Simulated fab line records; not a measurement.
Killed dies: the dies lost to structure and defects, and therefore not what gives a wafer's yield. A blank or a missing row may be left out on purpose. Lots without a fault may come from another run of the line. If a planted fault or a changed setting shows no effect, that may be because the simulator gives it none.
fab line records	flow n5Finfet
record: lots: 12	wafers: 32	lastDay: 18
route steps=1938 shown BEOL_M1@751 BEOL_M4@1111 PASSIVATION@1936
lots untouched by any fault: they come from a run of this same line in which no faults occurred
startH: hours from the record's first day to the start of the lot's first wafer shown	waitH: time in hours since the lot's previous step	" identical to the entry in the row above	L1.1+2: a single row standing in for several wafers	- no value present, or no start provided	* or withheld: withheld	< > ~ a bound
route shown NAME@n: names a module that has steps shown in the file, with the first one's number in the route	usual: the fault-free wafers' mean and standard deviation	same: alike in all rows	chamber/n: place in a boat	sites: the reading at each site	_std_site: their standard deviation	_edge_site: mean of outer sites minus mean of inner sites	radiusMm: for every site, how far away it sits from the centre of the wafer	mask NAME#n: copy n	behind: the last tool/chamber to shape the wafer	hold: why the lot went on hold/how many hours it stayed there/how the hold came to an end	device: the n, p or np transistor that did not switch	end of line: tests of these same wafers at the route's end	for a step that has no rows: nothing shown but its recipe	killed: dies lost to structure and defects at the first sort, not the wafer's yield	map: a wafer's dies, marking killed ones x, the rest . and places with no die _
set.NAME: setting as actually run; set.NAME@STEP: the setting as run at that earlier step	model.NAME: the simulator's own value behind a step, which no gauge read
route steps across a sampled set of lots; one table per step, one row per wafer
services: from which hour (startH, from the record's first day; less than 0 if before it) a tool's chamber was out of use, for how many hours, and why
== steps ==
step: N5_BEOL_M1_ILD_DEP_00
recipe: material: SiOC	targetThkA: 790	tempC: 350	precursor: DEMS/O2	pressureTorr: 5	rfW: 500	timeS: 15.3
usual: chamberPressureTorr: 5.001/0.011	heaterPowerW: 447/54	showerheadPlenumPTorr: 5.696/0.016	throttleValvePct: 11.9/0.52
lot.wafer	tool	chamber	startH	waitH	chamberPressureTorr	heaterPowerW	showerheadPlenumPTorr	throttleValvePct
L671.1	pecvd-03	2	123.30	0.0	5.004	461	5.687	11.2
L671.2	"	0	"	"	4.997	454	5.684	12.0
L671.3	"	1	"	"	4.991	396	5.696	12.6
L672.1	pecvd-01	1	125.56	0.0	5.010	391	5.701	11.5
L672.4	"	2	"	"	4.990	445	5.693	11.2
L672.6	"	1	"	"	5.009	375	5.695	11.5
L673.3	pecvd-03	1	136.87	0.0	4.998	485	5.698	12.8
L673.4	"	1	"	"	5.009	512	5.695	12.4
L673.5	"	2	"	"	4.994	449	5.688	11.4
L674.5	pecvd-02	2	139.84	0.1	5.002	430	5.672	11.6
L674.6	"	0	"	"	5.019	451	5.702	12.2
L675.2	pecvd-01	1	150.88	0.0	4.994	358	5.683	11.3
L675.4	"	2	"	"	5.012	452	5.708	11.3
L675.5	"	1	"	"	4.999	363	5.673	11.6
L678.2	pecvd-03	1	165.50	0.0	5.021	415	5.693	12.6
L678.3	"	0	"	"	5.002	473	5.682	11.8
L678.5	"	1	"	"	5.000	423	5.713	12.3
L679.1	pecvd-02	1	174.28	0.0	5.007	415	5.713	12.7
L679.4	"	0	"	"	5.015	429	5.698	12.0
L679.6	"	0	"	"	4.998	423	5.699	11.9
L680.3	pecvd-01	1	175.71	0.1	4.994	412	5.696	11.6
L680.4	"	2	"	"	5.012	501	5.693	11.2
L681.1	pecvd-02	1	182.64	0.0	4.999	410	5.708	12.5
L681.4	"	1	"	"	4.995	423	5.719	12.7
L681.6	"	0	"	"	4.990	457	5.719	12.1
L689.3	pecvd-01	1	235.34	0.0	4.988	368	5.700	11.7
L689.4	"	2	"	"	4.999	408	5.691	11.0
L690.2	pecvd-01	1	239.99	0.0	4.996	423	5.686	11.8
L690.4	"	2	"	"	5.004	423	5.682	11.1
L690.6	"	1	"	"	4.999	404	5.689	11.5
L691.2	pecvd-02	1	243.01	0.0	5.001	504	5.698	12.8
L691.5	"	2	"	"	4.997	395	5.654	12.2
step: N5_BEOL_M1_THK_MEAS_01
recipe: reads: SiOC_of_BEOL_M1_ILD_DEP_00
usual: M1_ILD_THK: 78.8/1.5
lot.wafer	tool	chamber	startH	waitH	M1_ILD_THK[nm]
L671.1	filmMetro-01	-	123.37	0.0	78.3
L671.2	"	-	"	"	78.3
L671.3	"	-	"	"	79.0
L672.1	filmMetro-02	-	125.65	0.1	76.1
L672.4	"	-	"	"	78.0
L672.6	"	-	"	"	77.8
L673.3	filmMetro-01	-	136.94	0.1	78.9
L673.4	"	-	"	"	79.2
L673.5	"	-	"	"	78.9
L674.5	filmMetro-01	-	139.89	0.0	80.1
L674.6	"	-	"	"	80.1
L675.2	filmMetro-01	-	150.95	0.1	75.7
L675.4	"	-	"	"	79.1
L675.5	"	-	"	"	77.6
L678.2	filmMetro-01	-	165.59	0.1	77.7
L678.3	"	-	"	"	80.8
L678.5	"	-	"	"	79.5
L679.1	filmMetro-01	-	174.37	0.1	80.0
L679.4	"	-	"	"	81.1
L679.6	"	-	"	"	80.2
L680.3	filmMetro-02	-	175.78	0.1	77.2
L680.4	"	-	"	"	80.0
L681.1	filmMetro-01	-	182.72	0.1	79.7
L681.4	"	-	"	"	81.2
L681.6	"	-	"	"	79.8
L689.3	filmMetro-01	-	235.41	0.1	77.1
L689.4	"	-	"	"	77.7
L690.2	filmMetro-01	-	240.26	0.3	76.3
L690.4	"	-	"	"	77.7
L690.6	"	-	"	"	78.3
L691.2	filmMetro-01	-	243.08	0.1	79.4
L691.5	"	-	"	"	80.0
step: N5_BEOL_M1_EXPOSE_25
recipe: maskId: V0	na: 0.33	sourceShape: quasar	sigmaInner: 0.2	sigmaOuter: 0.8	polarization: unpolarized	defocusNm: 5	targetCdNm: 24	doseMj: 63
usual: exposureDoseMJCm2: 63.01/0.068
same: sigmaOuter: 0.8
lot.wafer	tool	chamber	startH	waitH	mask	exposureDoseMJCm2
L671.1	euvScanner-02	0	124.76	-	V0#0	62.95
L671.2	"	0	"	"	V0#0	62.97
L671.3	"	0	"	"	V0#0	63.03
L672.1	euvScanner-01	0	128.93	-	V0#0	63.07
L672.4	"	0	"	"	V0#0	63.03
L672.6	"	0	"	"	V0#0	63.04
L673.3	euvScanner-02	0	140.35	-	V0#0	63.16
L673.4	"	0	"	"	V0#0	63.07
L673.5	"	0	"	"	V0#0	63.08
L674.5	euvScanner-02	0	141.81	-	V0#0	63.03
L674.6	"	0	"	"	V0#0	62.97
L675.2	euvScanner-02	0	152.31	-	V0#0	62.95
L675.4	"	0	"	"	V0#0	63.05
L675.5	"	0	"	"	V0#0	63.04
L678.2	euvScanner-02	0	170.65	-	V0#0	68.81
L678.3	"	0	"	"	V0#0	68.78
L678.5	"	0	"	"	V0#0	68.78
L679.1	euvScanner-02	0	177.92	-	V0#0	68.77
L679.4	"	0	"	"	V0#0	68.77
L679.6	"	0	"	"	V0#0	68.76
L680.3	euvScanner-01	0	178.26	-	V0#0	63.02
L680.4	"	0	"	"	V0#0	63.03
L681.1	euvScanner-02	0	185.68	-	V0#0	68.70
L681.4	"	0	"	"	V0#0	68.65
L681.6	"	0	"	"	V0#0	68.74
L689.3	euvScanner-01	0	238.06	-	V0#0	63.06
L689.4	"	0	"	"	V0#0	63.06
L690.2	euvScanner-01	0	242.16	-	V0#0	63.07
L690.4	"	0	"	"	V0#0	62.98
L690.6	"	0	"	"	V0#0	63.05
L691.2	euvScanner-01	0	246.43	-	V0#0	63.07
L691.5	"	0	"	"	V0#0	62.98
step: N5_BEOL_M1_CD_MEAS_28
recipe: landingEnergyEv: 500	detector: seInlens	targetCdYNm: 23.3
usual: cdNm: 24.02/0.27
lot.wafer	tool	chamber	startH	waitH	cdNm
L671.1	cdSem-03	0	124.90	-	24.15
L671.2	"	0	"	"	23.63
L671.3	"	0	"	"	23.77
L672.1	cdSem-01	0	129.07	-	24.15
L672.4	"	0	"	"	23.97
L672.6	"	0	"	"	24.49
L673.3	cdSem-02	0	140.48	-	24.09
L673.4	"	0	"	"	24.08
L673.5	"	0	"	"	24.05
L674.5	cdSem-03	0	141.93	-	23.95
L674.6	"	0	"	"	24.22
L675.2	cdSem-02	0	152.44	-	24.11
L675.4	"	0	"	"	23.91
L675.5	"	0	"	"	23.82
L678.2	cdSem-01	0	170.79	-	25.89
L678.3	"	0	"	"	25.80
L678.5	"	0	"	"	26.29
L679.1	cdSem-03	0	178.06	-	25.46
L679.4	"	0	"	"	25.83
L679.6	"	0	"	"	25.67
L680.3	cdSem-03	0	178.39	-	23.70
L680.4	"	0	"	"	24.42
L681.1	cdSem-01	0	185.83	-	25.89
L681.4	"	0	"	"	25.55
L681.6	"	0	"	"	25.95
L689.3	cdSem-01	0	238.19	-	23.83
L689.4	"	0	"	"	24.20
L690.2	cdSem-01	0	242.29	-	23.74
L690.4	"	0	"	"	23.61
L690.6	"	0	"	"	23.72
L691.2	cdSem-02	0	246.56	-	23.75
L691.5	"	0	"	"	23.82
step: N5_BEOL_M1_OVL_MEAS_29
recipe: pointsPerWafer: 522
usual: V0_OVL: -0.6/0.72
lot.wafer	tool	chamber	startH	waitH	V0_OVL[nm]
L671.1	overlay-01	0	124.93	0.0	-0.9
L671.2	"	0	"	"	-0.7
L671.3	"	0	"	"	-1.6
L672.1	overlay-01	0	129.10	0.0	-0.6
L672.4	"	0	"	"	-0.1
L672.6	"	0	"	"	-0.2
L673.3	overlay-01	0	140.52	0.0	-2.1
L673.4	"	0	"	"	-0.9
L673.5	"	0	"	"	-2.7
L674.5	overlay-01	0	141.97	0.0	-0.3
L674.6	"	0	"	"	0.2
L675.2	overlay-01	0	152.48	0.0	-0.5
L675.4	"	0	"	"	-0.5
L675.5	"	0	"	"	0.7
L678.2	overlay-01	0	170.82	0.0	-1.2
L678.3	"	0	"	"	-1.8
L678.5	"	0	"	"	-1.8
L679.1	overlay-01	0	178.09	0.0	-0.9
L679.4	"	0	"	"	-0.8
L679.6	"	0	"	"	-1.3
L680.3	overlay-01	0	178.43	0.0	-2.0
L680.4	"	0	"	"	-2.3
L681.1	overlay-01	0	185.86	0.0	-0.1
L681.4	"	0	"	"	0.1
L681.6	"	0	"	"	-0.2
L689.3	overlay-01	0	238.23	0.0	1.1
L689.4	"	0	"	"	-1.0
L690.2	overlay-02	0	242.33	0.0	-1.0
L690.4	"	0	"	"	-0.5
L690.6	"	0	"	"	-0.1
L691.2	overlay-01	0	246.60	0.0	0.7
L691.5	"	0	"	"	0.6
step: N5_BEOL_M4_RC_MEAS_101
usual: DIBL_N: 37.4/2.1	DIBL_P: 37.8/2.5	IOFF_N: 0.19/0.045	IOFF_P: 0.24/0.05	ION_N: 682/16	ION_P: 467/11	SS_N: 71.9/0.67	SS_P: 73.6/0.76	VT_N: 247/3.6	VT_P: -248/3.6
lot.wafer	tool	chamber	startH	waitH	DIBL_N[mV/V]	DIBL_P[mV/V]	IOFF_N[nA/um]	IOFF_P[nA/um]	ION_N[uA/um]	ION_P[uA/um]	SS_N[mV/dec]	SS_P[mV/dec]	VT_N[mV]	VT_P[mV]
L671.1	prober-01	0	157.99	0.0	36.8	38.7	0.19	0.25	670	461	72.3	75.0	249	-249
L671.2	"	0	"	"	37.8	39.0	0.23	0.27	679	460	72.1	74.4	246	-247
L671.3	"	0	"	"	33.9	34.3	0.14	0.17	664	451	71.3	72.5	251	-252
L672.1	prober-02	0	164.85	0.0	38.1	39.5	0.21	0.28	690	475	71.5	73.1	244	-245
L672.4	"	0	"	"	38.6	39.0	0.22	0.29	698	479	71.9	73.1	243	-244
L672.6	"	0	"	"	36.7	37.9	0.19	0.28	696	477	71.7	72.5	241	-243
L674.5	prober-01	0	181.68	0.6	35.5	36.7	0.14	0.21	666	463	71.5	73.2	252	-252
L674.6	"	0	"	"	37.0	36.9	0.16	0.22	669	458	71.8	73.8	249	-249
L673.3	prober-02	0	185.35	0.3	35.1	34.3	0.15	0.19	694	475	71.3	72.7	249	-252
L673.4	"	0	"	"	37.9	36.8	0.19	0.22	690	465	72.0	73.8	244	-249
L673.5	"	0	"	"	36.0	33.6	0.14	0.18	650	447	72.1	73.1	253	-252
L675.2	prober-02	0	197.43	0.2	36.7	36.8	0.16	0.21	680	463	71.6	72.6	250	-251
L675.4	"	0	"	"	37.8	38.5	0.19	0.25	689	465	72.7	73.0	248	-250
L675.5	"	0	"	"	39.9	39.8	0.22	0.29	668	458	73.3	74.1	246	-246
L678.2	prober-02	0	215.91	0.2	38.6	38.7	0.20	0.21	692	458	72.2	74.4	246	-255
L678.3	"	0	"	"	36.3	36.8	0.16	0.19	667	448	72.1	73.4	246	-254
L678.5	"	0	"	"	38.6	39.7	0.21	0.24	699	467	72.4	74.1	245	-252
L680.3	prober-01	0	216.33	0.3	40.0	40.1	0.23	0.26	670	451	72.4	74.1	248	-248
L680.4	"	0	"	"	35.1	36.0	0.15	0.21	684	467	70.8	72.1	247	-249
L679.1	prober-01	0	217.65	0.0	40.9	43.1	0.31	0.38	709	491	72.6	75.3	238	-241
L679.4	"	0	"	"	33.8	33.3	0.12	0.18	663	464	71.0	72.5	254	-251
L679.6	"	0	"	"	36.3	36.8	0.18	0.25	711	492	71.1	73.5	247	-245
L681.1	prober-01	0	231.84	0.0	37.0	37.4	0.17	0.23	688	469	71.7	73.8	249	-246
L681.4	"	0	"	"	42.1	43.0	0.29	0.36	691	468	72.6	74.5	244	-241
L681.6	"	0	"	"	38.8	39.4	0.19	0.26	669	458	71.3	73.7	249	-245
L689.3	prober-02	0	284.98	0.3	39.4	38.5	0.20	0.23	665	451	71.8	73.0	249	-250
L689.4	"	0	"	"	41.2	40.6	0.23	0.26	698	469	72.2	73.4	246	-249
L691.2	prober-02	0	288.22	0.2	37.6	37.5	0.20	0.27	715	493	71.5	73.7	246	-244
L691.5	"	0	"	"	36.1	36.6	0.19	0.28	697	485	71.0	74.0	247	-242
L690.2	prober-01	0	292.49	0.2	35.8	34.2	0.13	0.18	677	471	70.6	72.6	252	-251
L690.4	"	0	"	"	36.1	33.9	0.14	0.19	681	471	70.8	72.5	251	-250
L690.6	"	0	"	"	38.4	36.6	0.16	0.22	673	465	71.3	73.1	252	-249
step: N5_PASSIVATION_PROBE_49
usual: defectLimitedYield: 90.9/1.6	killed_at_M0_to_M3: 34/10	killed_at_M4_up: 13/5.4	killedAtContacts: 13/6	killedAtFrontEnd: 42/13	killedAtOther: 4/3.2	killedDies: 107/18	killedOpen: 69/14	killedShort: 35/7.7	sort_bin_4_leakage: 0.02/0.17	sort_bin_5_function: 5.3/1	sort_bin_6_memory: 3.3/0.75	sort_bin_8_speed: 0.00/0.015	sortNPass: 1073/19	sortYieldPct: 90.9/1.6
same: grossDies: 1180	killedAtBackSide: 0
lot.wafer	tool	chamber	startH	waitH	defectLimitedYield[%]	killed_at_M0_to_M3	killed_at_M4_up	killedAtContacts	killedAtFrontEnd	killedAtOther	killedDies	killedOpen	killedShort	sort_bin_4_leakage[%]	sort_bin_5_function[%]	sort_bin_6_memory[%]	sort_bin_8_speed[%]	sortNPass	sortYieldPct[%]
L679.6	prober-02	-	327.26	0.3	90.3	46	16	15	34	4	115	67	38	0	5.7	3.2	0	1065	90.3
L691.2	prober-01	-	394.95	0.1	91.5	25	14	15	45	1	100	58	40	0	5.6	2.7	0	1080	91.5
L691.5	prober-01	-	395.10	0.2	90.1	33	14	8	61	1	117	63	42	0	5.8	3.0	0	1063	90.1
killed by level:class
L679.6 MOL_CONTACT_COAG:geometricParticle:open=10 BEOL_M4:geometricParticle:open=10 FIN_SAQP:geometricParticle:open=9 BEOL_M1:areaExpose=9 BEOL_M3:geometricParticle:open=8 BEOL_M0_SAQP:geometricParticle:short=8 FIN_SAQP:geometricParticle:short=6 STI_FIN_REVEAL:geometricParticle:open=6
L691.2 FIN_SAQP:geometricParticle:open=13 FIN_SAQP:geometricParticle:short=13 MOL_CONTACT_COAG:geometricParticle:open=11 BEOL_M0:geometricParticle:open=7 BEOL_M3:geometricParticle:open=7 MOL_CONTACT_COAG:geometricParticle:short=4 BEOL_M0_SAQP:geometricParticle:short=3 BEOL_M3:geometricParticle:short=3
L691.5 FIN_SAQP:geometricParticle:open=12 FIN_SAQP:geometricParticle:short=11 DUMMY_GATE:geometricParticle:open=8 BEOL_M0_SAQP:geometricParticle:short=8 STARTING-WAFER:geometricParticle:open=7 HKMG_FIN:areaEtch=7 MOL_CONTACT_COAG:geometricParticle:open=6 BEOL_M0_SAQP:geometricParticle:open=6
== services ==
tool	chamber	startH	hours	kind
pecvd-01	1	103.24	2.1	scheduledDown
euvScanner-01	-	111.97	1.0	pm
euvScanner-01	-	119.35	0.1	repair
pecvd-01	0	125.43	5.5	scheduledDown
euvScanner-01	-	136.34	4.6	pm
pecvd-02	-	140.79	14.6	pm
pecvd-03	2	165.01	2.1	scheduledDown
pecvd-02	2	166.02	23.7	repair
euvScanner-01	-	168.38	1.0	pm
euvScanner-02	-	174.00	1.0	pm
pecvd-03	0	175.21	5.5	scheduledDown
pecvd-01	0	175.57	5.5	scheduledDown
pecvd-01	-	188.36	0.8	repair
euvScanner-02	0	190.79	-	calibration
pecvd-02	0	200.13	5.0	scheduledDown
pecvd-01	2	202.38	-	clean
pecvd-01	2	202.38	-	consumableReplace:showerhead
pecvd-01	2	202.38	29.0	scheduledDown
pecvd-01	2	202.38	29.0	ventCycle
euvScanner-01	0	202.42	-	calibration
euvScanner-01	-	224.27	1.0	pm
euvScanner-02	-	230.15	1.0	pm
pecvd-02	-	239.60	1.0	repair
pecvd-01	-	242.73	2.0	repair
== key ==
firstSign: step: N5_BEOL_M1_EXPOSE_25	reading: exposureDoseMJCm2	direction: up	sigmas: 84	usual: 63.01	struck: 68.75
effect: step: N5_BEOL_M1_CD_MEAS_28	reading: cdNm	direction: up	sigmas: 6.7	usual: 24.02	struck: 25.82
metAt N5_BEOL_M1_EXPOSE_25
struckLots L678,L679,L681
rowsEnd L678.2,L678.3,L678.5,L681.1,L681.4,L681.6
baselineLoss: step: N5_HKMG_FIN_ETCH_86	wafers: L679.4
notActingAt N5_BEOL_M1_ILD_DEP_00,N5_BEOL_M1_THK_MEAS_01,N5_BEOL_M1_OVL_MEAS_29
onsetBetween 152.31 170.65
fault: kind: processParameterDrift	tool: euvScanner-02	chamber: -	onsetH: 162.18	steps: N5_BEOL_M1_EXPOSE_25	channel: doseMj	offset: 5.7214	shape: step	actsIn: theseRecipesOnly	stated: 63
rowsEnd: these wafers met a further fault down the route, and their rows from its step on are left out
baselineLoss: these wafers lose ten dies or more at that step, a loss of the line's own and not of a fault; the sort's usual values leave them out
